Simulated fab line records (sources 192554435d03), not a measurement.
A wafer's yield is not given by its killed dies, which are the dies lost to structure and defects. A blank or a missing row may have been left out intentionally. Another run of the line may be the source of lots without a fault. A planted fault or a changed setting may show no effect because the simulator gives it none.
fab line records	flow n5Finfet
record: lots: 7	wafers: 21
route steps=1938 shown BEOL_M10@1494 BEOL_M11@1539
startH: the number of hours between the record's first day and the start of the first shown wafer of the lot	waitH: hours since the lot's step before	" the same as in the row above	L1.1+2: a row that stands for several wafers	- either no value or no given start	* or withheld: withheld	< > ~ a bound
route shown NAME@n: NAME is a module with steps in the file, n the number in the route of the first one	usual: mean and standard deviation over wafers with no fault	same: alike in all rows	chamber/n: place in a boat	sites: each site's reading	_std_site: the values' standard deviation	_edge_site: mean of outer sites minus mean of inner sites	radiusMm: how far each site lies from the wafer's centre	mask NAME#n: copy n	behind: the tool/chamber that last shaped the wafer	hold: cause of the lot's hold/its duration in hours/its outcome	device: which transistor (n, p or np) failed to switch	end of line: tests run on the same wafers once the route is complete	a step without rows: its recipe alone	killed: the dies lost at the first sort to structure and to defects; this is not the yield of the wafer	map: per-die view of a wafer (x killed, . not killed, _ where there is no die)
set.NAME: the setting that was run; set.NAME@STEP: the one run at that earlier step	model.NAME: the simulator's own value behind a step, which no gauge read
lots where settings were altered on purpose, with a table for each step and a row for each wafer
== steps ==
step: N5_BEOL_M10_COAT_63
recipe: resist: SOC	tempC: 250	timeS: 60	spinRpm: 1500	resistThkNm: 100
lot.wafer	tool	chamber	startH	waitH	set.spinRpm	model.SOC_of_BEOL_M10_COAT_63.thkNm
L074.1	lithoTrack-01	0	327.68	0.1	1500	99.8
L074.2	"	0	"	"	1500	99.6
L074.3	"	0	"	"	1500	100
L079.2	lithoTrack-05	0	336.20	0.0	1500	100.4
L079.4+6	"	0	"	"	1500	100
L083.2	lithoTrack-01	0	357.70	2.0	1500	100
L083.3+4	"	0	"	"	1500	100.2
L087.4+5	lithoTrack-02	0	404.67	1.7	1377	104
L087.6	"	0	"	"	1500	99.8
L092.1	lithoTrack-02	0	409.58	2.7	1500	100.2
L092.3	"	0	"	"	1655	95.6
L092.4	"	0	"	"	1655	95.8
L094.3	lithoTrack-01	0	433.45	0.0	1571	97.6
L094.5	"	0	"	"	1571	97.4
L094.6	"	0	"	"	1500	99.8
L095.1+4	lithoTrack-02	0	439.29	0.0	1500	100.2
L095.3	"	0	"	"	1500	100
step: N5_BEOL_M10_COAT_22
recipe: resist: CAR-ArF	spinRpm: 1500	resistThkNm: 90
lot.wafer	tool	chamber	startH	waitH	set.spinRpm	model.CAR-ArF_of_BEOL_M10_COAT_22.thkNm
L074.1	lithoTrack-01	0	-	-	1599	87.4
L074.2	"	0	"	"	1500	90.6
L074.3	"	0	"	"	1500	90.2
L079.2	lithoTrack-05	0	-	-	1500	89.8
L079.4+6	"	0	"	"	1500	89.6
L083.2	lithoTrack-01	0	-	-	1500	89.8
L083.3	"	0	"	"	1500	90
L083.4	"	0	"	"	1559	88
L087.4	lithoTrack-02	0	-	-	1500	90.8
L087.5	"	0	"	"	1500	90.4
L087.6	"	0	"	"	1500	90.2
L092.1	lithoTrack-02	0	-	-	1500	89.8
L092.3	"	0	"	"	1500	90
L092.4	"	0	"	"	1500	90.2
L094.3	lithoTrack-01	0	-	-	1500	89.8
L094.5	"	0	"	"	1601	87
L094.6	"	0	"	"	1601	86.6
L095.1	lithoTrack-02	0	-	-	1500	90.2
L095.3	"	0	"	"	1500	90.4
L095.4	"	0	"	"	1500	90.6
step: N5_BEOL_M10_EBR_24
recipe: solvent: PGMEA	ebrWidthMm: 1.5
step: N5_BEOL_M10_SOFTBAKE_23
recipe: tempC: 110	timeS: 60	resist: CAR-ArF
step: N5_BEOL_M10_DESCUM_33
recipe: chemistry: O2	timeS: 7.9	sourcePowerW: 50	biasPowerW: 20	pressureMtorr: 20	rfFrequencyHz: 2.712e+07	tempC: 40	resist: CAR-ArF	o2FlowSccm: 225
lot.wafer	tool	chamber	startH	waitH	set.spinRpm@BEOL_M10_COAT_22	model.CAR-ArF_of_BEOL_M10_COAT_22.thkNm
L074.1	rieDiel-04	1	328.33	0.2	1599	80.8
L074.2	"	3	"	"	1500	84
L074.3	"	2	"	"	1500	83.8
L079.2	rieDiel-04	3	336.67	0.2	1500	83.2
L079.4+6	"	1,0	"	"	1500	83
L083.2+3	rieDiel-04	0,3	358.21	0.1	1500	83.2
L083.4	"	2	"	"	1559	81.4
L087.4	rieDiel-04	1	405.13	0.2	1500	84.2
L087.5	"	3	"	"	1500	83.8
L087.6	"	0	"	"	1500	83.6
L092.1	rieDiel-01	0	410.03	0.1	1500	83.2
L092.3	"	3	"	"	1500	83.4
L092.4	"	2	"	"	1500	83.6
L094.3	rieDiel-05	2	433.92	0.0	1500	83.2
L094.5	"	2	"	"	1601	80.4
L094.6	"	1	"	"	1601	80.2
L095.1	rieDiel-01	0	439.76	0.2	1500	83.8
L095.3+4	"	3,2	"	"	1500	84
step: N5_BEOL_M10_ETCH_65
recipe: chemistry: CF4	target: SiARC	targetDepthA: 390	maskMaterial: CAR-ArF	timeS: 65	ionEnergyEv: 80	pressureMtorr: 40	sourceW: 545	biasW: 36	Ar_flow_sccm: 100	cf4FlowSccm: 100	ends: cleared
step: N5_BEOL_M10_ETCH_66
recipe: chemistry: N2/H2	target: SOC	targetDepthA: 1200	overetchA: 240	maskMaterial: SiARC	tempC: 40	timeS: 180	ionEnergyEv: 200	pressureMtorr: 30	sourceW: 840	biasW: 150	n2FlowSccm: 200	h2FlowSccm: 200
lot.wafer	tool	chamber	startH	waitH	set.spinRpm@BEOL_M10_COAT_63	model.etch.depthNm
L074.1	rieDiel-04	1	328.42	0.0	1500	99.86
L074.2	"	3	"	"	1500	99.69
L074.3	"	2	"	"	1500	100.1
L079.2	rieDiel-04	3	336.76	0.0	1500	100.4
L079.4+6	"	1,0	"	"	1500	100
L083.2	rieDiel-04	0	358.30	0.0	1500	100
L083.3+4	"	3,2	"	"	1500	100.3
L087.4	rieDiel-04	1	405.22	0.0	1377	104.1
L087.5	"	3	"	"	1377	104
L087.6	"	0	"	"	1500	99.77
L092.1	rieDiel-01	0	410.11	0.0	1500	100.2
L092.3	"	3	"	"	1655	95.69
L092.4	"	2	"	"	1655	95.87
L094.3	rieDiel-05	2	434.00	0.0	1571	97.64
L094.5	"	2	"	"	1571	97.42
L094.6	"	1	"	"	1500	99.78
L095.1	rieDiel-01	0	439.84	0.0	1500	100.1
L095.3	"	3	"	"	1500	99.97
L095.4	"	2	"	"	1500	100.2
step: N5_BEOL_M10_STRIP_69
recipe: chemistry: N2/H2	tempC: 40	n2FlowSccm: 200	h2FlowSccm: 200	rfFrequencyHz: 6e+07
step: N5_BEOL_M10_VIA_ETCH_34
recipe: chemistry: C4F6/O2	target: SiCOH_lowk	targetDepthA: 1845	maskMaterial: SOC	taperDeg: 4	timeS: 69.2	ionEnergyEv: 250	pressureMtorr: 30	sourceW: 345	biasW: 185	Ar_flow_sccm: 300	C4F6_flow_sccm: 10	O2_flow_sccm: 10
lot.wafer	tool	chamber	startH	waitH	set.spinRpm@BEOL_M10_COAT_63	model.SOC_of_BEOL_M10_COAT_63.thkNm
L074.1	rieDiel-04	1	328.54	0.0	1500	91.6
L074.2	"	3	"	"	1500	91.2
L074.3	"	2	"	"	1500	92.2
L079.2+4	rieDiel-04	3,1	336.88	0.0	1500	91.8
L079.6	"	0	"	"	1500	92
L083.2+3	rieDiel-04	0,3	358.42	0.0	1500	91.8
L083.4	"	2	"	"	1500	92.4
L087.4	rieDiel-04	1	405.34	0.0	1377	96
L087.5	"	3	"	"	1377	95.4
L087.6	"	0	"	"	1500	91.6
L092.1	rieDiel-01	0	410.24	0.0	1500	92.4
L092.3	"	3	"	"	1655	87.8
L092.4	"	2	"	"	1655	88
L094.3	rieDiel-05	2	434.12	0.0	1571	90
L094.5	"	2	"	"	1571	89.8
L094.6	"	1	"	"	1500	91.8
L095.1+4	rieDiel-01	0,2	439.97	0.0	1500	92.2
L095.3	"	3	"	"	1500	92
step: N5_BEOL_M11_PECVD_70
recipe: material: SiO2	targetThkA: 200	tempC: 400	precursor: TEOS/O2	pressureTorr: 5.5	rfW: 450	teosFlowSccm: 53.8	gas: O2	flowSccm: 3000	timeS: 22.7
lot.wafer	tool	chamber	startH	waitH	set.timeS	model.SiO2_of_BEOL_M11_PECVD_70.thkNm
L074.1+3	pecvd-01	2,1	332.48	0.0	19.56	17
L074.2	"	0	"	"	22.7	20
L079.2+6	pecvd-01	2,1	341.44	0.0	22.7	19.6
L079.4	"	0	"	"	22.7	20.6
L083.2	pecvd-04	2	361.95	0.0	22.7	20
L083.3	"	0	"	"	22.7	19.8
L083.4	"	1	"	"	22.7	20.2
L087.4	pecvd-01	1	409.06	0.1	22.7	19.6
L087.5	"	0	"	"	22.7	20.2
L087.6	"	2	"	"	22.7	19.8
L092.1	pecvd-04	2	415.12	0.0	22.7	19.6
L092.3	"	1	"	"	22.7	19.8
L092.4	"	2	"	"	22.7	20
L094.3	pecvd-03	2	437.54	0.0	25.81	22.8
L094.5	"	1	"	"	22.7	20.4
L094.6	"	2	"	"	25.81	23.2
L095.1	pecvd-04	0	445.22	0.0	21.09	18.8
L095.3	"	1	"	"	22.7	20
L095.4	"	1	"	"	21.09	19.2
step: N5_BEOL_M11_EXPOSE_08
recipe: maskId: M11	na: 1.35	sourceShape: dipole	sigmaInner: 0.411	sigmaOuter: 0.611	polarization: te	doseMj: 53.75
lot.wafer	tool	chamber	startH	waitH	mask	set.doseMj
L074.1+2+3	arfiScanner-03	0	333.64	-	M11#0	53.75
L079.2+4+6	arfiScanner-03	0	343.23	-	M11#0	53.75
L083.2	arfiScanner-02	0	362.75	-	M11#0	57.03
L083.3+4	"	0	"	"	M11#0	53.75
L087.4+6	arfiScanner-01	0	411.96	-	M11#0	54.89
L087.5	"	0	"	"	M11#0	53.75
L092.1+3	arfiScanner-02	0	415.67	-	M11#0	53.75
L092.4	"	0	"	"	M11#0	54.82
L094.3+6	arfiScanner-01	0	438.43	-	M11#0	50.91
L094.5	"	0	"	"	M11#0	53.75
L095.1+3	arfiScanner-03	0	448.01	-	M11#0	51.26
L095.4	"	0	"	"	M11#0	53.75
step: N5_BEOL_M11_PEB_09
recipe: pebTempC: withheld	pebTimeS: 60	resist: CAR-ArF
step: N5_BEOL_M11_DEVELOP_10
recipe: developTimeS: 30	developer: TMAH	resist: CAR-ArF	rinseLiquid: diw	dry: airSpin	devTempC: 23
step: N5_BEOL_M11_CD_MEAS_11
recipe: targetCdNm: 64.1	landingEnergyEv: 500	detector: seInlens	polarity: opening
usual: cdNm: 64.1/0.61
lot.wafer	tool	chamber	startH	waitH	set.doseMj@BEOL_M11_EXPOSE_08	cdNm
L074.1	cdSem-02	0	333.77	-	53.75	64.3
L074.2	"	0	"	"	53.75	64.9
L074.3	"	0	"	"	53.75	64.0
L079.2	cdSem-01	0	343.36	-	53.75	64.5
L079.4	"	0	"	"	53.75	64.1
L079.6	"	0	"	"	53.75	63.7
L083.2	cdSem-03	0	362.87	-	57.03	68.3
L083.3	"	0	"	"	53.75	65.1
L083.4	"	0	"	"	53.75	64.0
L087.4	cdSem-02	0	412.07	-	54.89	65.1
L087.5	"	0	"	"	53.75	64.4
L087.6	"	0	"	"	54.89	65.3
L092.1	cdSem-01	0	415.80	-	53.75	63.9
L092.3	"	0	"	"	53.75	64.4
L092.4	"	0	"	"	54.82	65.8
L094.3	cdSem-02	0	438.54	-	50.91	62.6
L094.5	"	0	"	"	53.75	64.5
L094.6	"	0	"	"	50.91	61.5
L095.1	cdSem-03	0	448.13	-	51.26	61.3
L095.3	"	0	"	"	51.26	60.8
L095.4	"	0	"	"	53.75	63.7
step: N5_BEOL_M11_DESCUM_16
recipe: chemistry: O2	timeS: 7.9	sourcePowerW: 50	biasPowerW: 20	pressureMtorr: 20	rfFrequencyHz: 2.712e+07	tempC: 40	resist: CAR-ArF	o2FlowSccm: 225
step: N5_BEOL_M11_ETCH_61
recipe: chemistry: CF4	target: SiARC	targetDepthA: 390	maskMaterial: CAR-ArF	timeS: 65	ionEnergyEv: 80	pressureMtorr: 40	sourceW: 545	biasW: 36	Ar_flow_sccm: 100	cf4FlowSccm: 100	ends: cleared
lot.wafer	tool	chamber	startH	waitH	set.doseMj@BEOL_M11_EXPOSE_08	model.BEOL_M11.cdOffsetNm
L074.1	rieDiel-03	3	334.00	0.0	53.75	-0.2
L074.2	"	1	"	"	53.75	0.4
L074.3	"	0	"	"	53.75	0
L079.2	rieDiel-03	0	343.90	0.0	53.75	0.2
L079.4	"	3	"	"	53.75	0
L079.6	"	0	"	"	53.75	0.4
L083.2	rieDiel-06	0	362.99	0.0	57.03	4
L083.3	"	3	"	"	53.75	1
L083.4	"	1	"	"	53.75	-0.8
L087.4	rieDiel-02	3	412.19	0.0	54.89	0.8
L087.5	"	0	"	"	53.75	0.6
L087.6	"	3	"	"	54.89	1
L092.1	rieDiel-03	1	415.92	0.0	53.75	0
L092.3	"	3	"	"	53.75	0.2
L092.4	"	2	"	"	54.82	1.8
L094.3	rieDiel-03	3	439.03	0.0	50.91	-1.6
L094.5	"	0	"	"	53.75	0.6
L094.6	"	1	"	"	50.91	-2.6
L095.1	rieDiel-03	1	448.26	0.0	51.26	-3
L095.3	"	0	"	"	51.26	-3.4
L095.4	"	2	"	"	53.75	-0.2
step: N5_BEOL_M11_ETCH_62
recipe: chemistry: N2/H2	target: SOC	targetDepthA: 1100	overetchA: 220	maskMaterial: SiARC	tempC: 40	timeS: 165	ionEnergyEv: 200	pressureMtorr: 30	sourceW: 840	biasW: 150	n2FlowSccm: 200	h2FlowSccm: 200
lot.wafer	tool	chamber	startH	waitH	set.doseMj@BEOL_M11_EXPOSE_08	model.BEOL_M11.cdOffsetNm
L074.1	rieDiel-03	3	334.05	0.0	53.75	-0.4
L074.2	"	1	"	"	53.75	0.6
L074.3	"	0	"	"	53.75	-0.2
L079.2+6	rieDiel-03	0	343.95	0.0	53.75	0.2
L079.4	"	3	"	"	53.75	-0.4
L083.2	rieDiel-06	0	363.04	0.0	57.03	3.8
L083.3	"	3	"	"	53.75	1
L083.4	"	1	"	"	53.75	-0.8
L087.4+6	rieDiel-02	3	412.24	0.0	54.89	1
L087.5	"	0	"	"	53.75	0.6
L092.1	rieDiel-03	1	415.97	0.0	53.75	0.2
L092.3	"	3	"	"	53.75	-0.2
L092.4	"	2	"	"	54.82	2.6
L094.3	rieDiel-03	3	439.08	0.0	50.91	-2
L094.5	"	0	"	"	53.75	0.4
L094.6	"	1	"	"	50.91	-2.4
L095.1	rieDiel-03	1	448.31	0.0	51.26	-2.8
L095.3	"	0	"	"	51.26	-3.8
L095.4	"	2	"	"	53.75	0.4
step: N5_BEOL_M11_STRIP_68
recipe: chemistry: N2/H2	tempC: 40	n2FlowSccm: 200	h2FlowSccm: 200	rfFrequencyHz: 6e+07
step: N5_BEOL_M11_STRIP_67
recipe: chemistry: CF4	resist: SiARC	powerW: 300	biasPowerW: 75	pressureMtorr: 50	cf4FlowSccm: 150	rfFrequencyHz: 6e+07
step: N5_BEOL_M11_HM_OPEN_17
recipe: chemistry: Cl2/BCl3	targetDepthA: 200	overetchA: 60	target: TiN	maskMaterial: SOC	ionEnergyEv: 150	pressureMtorr: 10	icpW: 1000	biasW: 126	Cl2_flow_sccm: 53.25	bcl3FlowSccm: 21.75	Ar_flow_sccm: 25
lot.wafer	tool	chamber	startH	waitH	set.doseMj@BEOL_M11_EXPOSE_08	model.BEOL_M11.cdOffsetNm
L074.1	rieMetal-02	0	334.24	0.0	53.75	-0.4
L074.2	"	1	"	"	53.75	0.4
L074.3	"	0	"	"	53.75	-0.2
L079.2	rieMetal-01	0	344.14	0.0	53.75	0.4
L079.4	"	0	"	"	53.75	-0.2
L079.6	"	1	"	"	53.75	0.2
L083.2	rieMetal-01	1	363.23	0.0	57.03	3.8
L083.3	"	0	"	"	53.75	1
L083.4	"	1	"	"	53.75	-0.8
L087.4	rieMetal-02	0	412.45	0.1	54.89	1.2
L087.5	"	0	"	"	53.75	0.8
L087.6	"	1	"	"	54.89	1
L092.1	rieMetal-03	1	416.16	0.0	53.75	0.4
L092.3	"	0	"	"	53.75	0
L092.4	"	1	"	"	54.82	2.6
L094.3	rieMetal-03	0	439.29	0.1	50.91	-2
L094.5	"	0	"	"	53.75	0.4
L094.6	"	1	"	"	50.91	-2.4
L095.1	rieMetal-01	0	448.50	0.0	51.26	-2.8
L095.3	"	1	"	"	51.26	-3.6
L095.4	"	0	"	"	53.75	0.6
step: N5_BEOL_M11_STRIP_19
recipe: chemistry: O2	powerW: 400	tempC: 40	pressureMtorr: 30	rfFrequencyHz: 6e+07	biasPowerW: 0	overashFraction: 0.2	o2FlowSccm: 225
step: N5_BEOL_M11_CD_MEAS_18
recipe: pitchNm: 140	targetCdNm: 70
usual: cdNm: 69.9/0.77
lot.wafer	tool	chamber	startH	waitH	set.doseMj@BEOL_M11_EXPOSE_08	cdNm
L074.1	cdSem-01	-	334.43	0.0	53.75	69.7
L074.2	"	-	"	"	53.75	70.2
L074.3	"	-	"	"	53.75	70.0
L079.2	cdSem-02	-	344.41	0.1	53.75	70.1
L079.4	"	-	"	"	53.75	70.0
L079.6	"	-	"	"	53.75	70.4
L083.2	cdSem-02	-	363.41	0.1	57.03	74.0
L083.3	"	-	"	"	53.75	71.1
L083.4	"	-	"	"	53.75	69.5
L087.4	cdSem-02	-	412.65	0.1	54.89	71.3
L087.5	"	-	"	"	53.75	70.6
L087.6	"	-	"	"	54.89	71.1
L092.1	cdSem-02	-	416.34	0.0	53.75	70.5
L092.3	"	-	"	"	53.75	69.8
L092.4	"	-	"	"	54.82	73.0
L094.3	cdSem-02	-	439.45	0.1	50.91	68.1
L094.5	"	-	"	"	53.75	70.3
L094.6	"	-	"	"	50.91	67.3
L095.1	cdSem-03	-	448.77	0.0	51.26	67.1
L095.3	"	-	"	"	51.26	66.6
L095.4	"	-	"	"	53.75	70.1
step: N5_BEOL_M11_COAT_63
recipe: resist: SOC	tempC: 250	timeS: 60	spinRpm: 1500	resistThkNm: 100
step: N5_BEOL_M11_COAT_64
recipe: resist: SiARC	tempC: 220	timeS: 60	spinRpm: 1500	resistThkNm: 30
step: N5_BEOL_M11_STRIP_77
recipe: chemistry: N2/H2	timeS: 10	powerW: 450	tempC: 40	pressureMtorr: 20	rfFrequencyHz: 6e+07	biasPowerW: 7	n2FlowSccm: 200	h2FlowSccm: 200
step: N5_BEOL_M11_HM_STRIP_39
recipe: chemistry: peroxideTinStrip	material: TiN	targetDepthA: 250	tempC: 50	timeS: 158
lot.wafer	tool	chamber	startH	waitH	set.timeS@BEOL_M11_PECVD_70	model.SiO2_of_BEOL_M11_PECVD_70.thkNm
L074.1	wetBench-03	5	335.70	0.0	19.56	17
L074.2	"	2	"	"	22.7	19.8
L074.3	"	7	"	"	19.56	16.8
L079.2+6	wetBench-05	5,0	346.97	0.0	22.7	19.4
L079.4	"	6	"	"	22.7	20.4
L083.2	wetBench-03	1	366.62	0.0	22.7	19.8
L083.3	"	3	"	"	22.7	19.6
L083.4	"	2	"	"	22.7	20.2
L087.4	wetBench-05	7	413.82	0.0	22.7	19.4
L087.5	"	4	"	"	22.7	20
L087.6	"	2	"	"	22.7	19.6
L092.1	wetBench-03	3	419.44	0.0	22.7	19.4
L092.3	"	6	"	"	22.7	19.8
L092.4	"	2	"	"	22.7	20
L094.3	wetBench-02	7	440.57	0.0	25.81	22.6
L094.5	"	3	"	"	22.7	20.2
L094.6	"	0	"	"	25.81	23.2
L095.1	wetBench-03	4	450.15	0.0	21.09	18.8
L095.3	"	6	"	"	22.7	19.8
L095.4	"	7	"	"	21.09	19.2
step: N5_BEOL_M11_SRD_40
recipe: timeS: 30	tempC: 23	rinseLiquid: diw	dry: ipaMarangoni
step: N5_BEOL_M11_PRECLEAN_42
recipe: chemistry: residueRemover	timeS: 60	tempC: 40
step: N5_BEOL_M11_SRD_43
recipe: timeS: 30	tempC: 23	rinseLiquid: diw	dry: ipaMarangoni
step: N5_BEOL_M11_CD_MEAS_35
recipe: targetCdNm: 70	polarity: opening
usual: cdNm: 69.9/0.81
lot.wafer	tool	chamber	startH	waitH	set.doseMj@BEOL_M11_EXPOSE_08	cdNm
L074.1	cdSem-03	-	335.83	0.0	53.75	69.4
L074.2	"	-	"	"	53.75	70.4
L074.3	"	-	"	"	53.75	70.0
L079.2	cdSem-03	-	347.09	0.0	53.75	70.8
L079.4	"	-	"	"	53.75	70.0
L079.6	"	-	"	"	53.75	70.9
L083.2	cdSem-03	-	366.74	0.0	57.03	74.1
L083.3	"	-	"	"	53.75	71.2
L083.4	"	-	"	"	53.75	68.9
L087.4	cdSem-01	-	413.94	0.0	54.89	70.7
L087.5	"	-	"	"	53.75	70.7
L087.6	"	-	"	"	54.89	71.0
L092.1	cdSem-02	-	419.56	0.0	53.75	70.2
L092.3	"	-	"	"	53.75	69.6
L092.4	"	-	"	"	54.82	72.4
L094.3	cdSem-03	-	440.69	0.0	50.91	68.2
L094.5	"	-	"	"	53.75	70.4
L094.6	"	-	"	"	50.91	67.4
L095.1	cdSem-03	-	450.27	0.0	51.26	67.3
L095.3	"	-	"	"	51.26	66.4
L095.4	"	-	"	"	53.75	70.1
== key ==
split: step: N5_BEOL_M10_COAT_63	setting: spinRpm	stated: 1500	by: wafer
response: step: N5_BEOL_M10_COAT_63	reading: model.SOC_of_BEOL_M10_COAT_63.thkNm	change: -0.467	per: 1%	r: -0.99
response: step: N5_BEOL_M10_ETCH_66	reading: model.etch.depthNm	change: -0.464	per: 1%	r: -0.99
response: step: N5_BEOL_M10_VIA_ETCH_34	reading: model.SOC_of_BEOL_M10_COAT_63.thkNm	change: -0.454	per: 1%	r: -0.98
split: step: N5_BEOL_M10_COAT_22	setting: spinRpm	stated: 1500	by: wafer
response: step: N5_BEOL_M10_COAT_22	reading: model.CAR-ArF_of_BEOL_M10_COAT_22.thkNm	change: -0.455	per: 1%	r: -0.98
response: step: N5_BEOL_M10_DESCUM_33	reading: model.CAR-ArF_of_BEOL_M10_COAT_22.thkNm	change: -0.451	per: 1%	r: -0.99
split: step: N5_BEOL_M11_PECVD_70	setting: timeS	stated: 22.7	by: wafer
response: step: N5_BEOL_M11_PECVD_70	reading: model.SiO2_of_BEOL_M11_PECVD_70.thkNm	change: +0.196	per: 1%	r: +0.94
response: step: N5_BEOL_M11_HM_STRIP_39	reading: model.SiO2_of_BEOL_M11_PECVD_70.thkNm	change: +0.193	per: 1%	r: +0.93
split: step: N5_BEOL_M11_EXPOSE_08	setting: doseMj	stated: 53.75	by: wafer
response: step: N5_BEOL_M11_CD_MEAS_11	reading: cdNm	change: +0.561	per: 1%	r: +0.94
response: step: N5_BEOL_M11_ETCH_61	reading: model.BEOL_M11.cdOffsetNm	change: +0.589	per: 1%	r: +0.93
response: step: N5_BEOL_M11_ETCH_62	reading: model.BEOL_M11.cdOffsetNm	change: +0.626	per: 1%	r: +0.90
response: step: N5_BEOL_M11_HM_OPEN_17	reading: model.BEOL_M11.cdOffsetNm	change: +0.624	per: 1%	r: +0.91
response: step: N5_BEOL_M11_CD_MEAS_18	reading: cdNm	change: +0.609	per: 1%	r: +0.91
response: step: N5_BEOL_M11_CD_MEAS_35	reading: cdNm	change: +0.617	per: 1%	r: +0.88
